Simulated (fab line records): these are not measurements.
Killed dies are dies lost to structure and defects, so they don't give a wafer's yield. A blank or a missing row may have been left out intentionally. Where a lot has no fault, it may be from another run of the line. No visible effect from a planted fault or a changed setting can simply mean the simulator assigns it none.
Code-filled problem report in 8D (eight disciplines) form	flow n5 finfet	the parts of the form that need people (team, actions taken, sign-off) are left out

## 1. THE PROBLEM
Wafers without a fault read 211.2 s, standard deviation 0.63; run length s at N5_BEOL_M13_ILD_DEP_00 reads a mean of 216.8 s on 4 wafers belonging to 3 lots. Measured from the usual mean, that is +8.8 standard deviations.
The step: deposits SiOC from DEMS/O2, target thk 837.92 nm, time 166.4 s.
Earliest sighting: wafer L941.5 on pecvd-04 at day 12 14:28. The record holds 28 wafers of 11 lots with a number at this step. The rule behind "out" and "out of limits": a value lying over 4 standard deviations away from the usual mean. The other wafers with a number count as sound.

## 2. WHAT IT IS, AND WHAT IT ISN'T
question	is	is not
which readings at this step	run length s	heater power w, showerhead plenum p Torr, throttle valve pct
which lots	L941, L942, L943	L940, L949, L952, L954, L955, L957, L958, L959
which wafers of those lots	L941.5, L942.3, L942.5, L943.5	L941.1, L941.2, L943.6
read on which tools	pecvd-04	pecvd-02, pecvd-03
when	from day 12 14:28	up to then (5 sound wafers); but 19 sound wafers of L943, L949, L952, L954, L955, L957, L958, L959 came after

## 3. SUSPECTS, AND WHAT RULES EACH OUT
Counting: if a tool at a process step up to the reading ran every lot that is out, it stays a suspect. Sound lots after the first of them don't rule it out here, since some wafers of a struck lot are sound.
- pecvd-04 at N5_BEOL_M13_ILD_DEP_00 (deposits SiOC from DEMS/O2, target thk 837.92 nm, time 166.4 s): kept. It processed each lot that is out (first: L941, day 12 14:28); up to then, its last sound lot is L940 (day 12 07:55). Its own readings are out on those wafers: run length s.
The count leaves pecvd-04 at N5_BEOL_M13_ILD_DEP_00.

## 4. THE CAUSE (what the simulator had put in)
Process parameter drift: pecvd-04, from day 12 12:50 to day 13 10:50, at N5_BEOL_M13_ILD_DEP_00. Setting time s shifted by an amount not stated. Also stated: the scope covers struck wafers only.
After counting, this tool was the only one left.

## 5. THE EFFECT CHAIN, in route order
Each row: a reading where the mean over the struck wafers with a number is more than 3 standard deviations away from the usual. Only readings whose record carries a usual standard deviation are examined. hours: median over the lots of the time between each lot's start at the first step of this table that gives one and its start at this step. sigmas: the change, counted in usual standard deviations.
hours	step	reading	usual	on struck wafers	change	sigmas
0	N5_BEOL_M13_ILD_DEP_00	run length s	211.2 s	216.8	+5.6	+8.8
Process steps it contains:
- N5_BEOL_M13_ILD_DEP_00: deposits SiOC from DEMS/O2, target thk 837.92 nm, time 166.4 s.

## 6. WHAT WOULD HAVE CAUGHT IT SOONER
In this record no reading fell out of limits until day 12 14:28, 2 hours after the fault had begun at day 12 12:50.
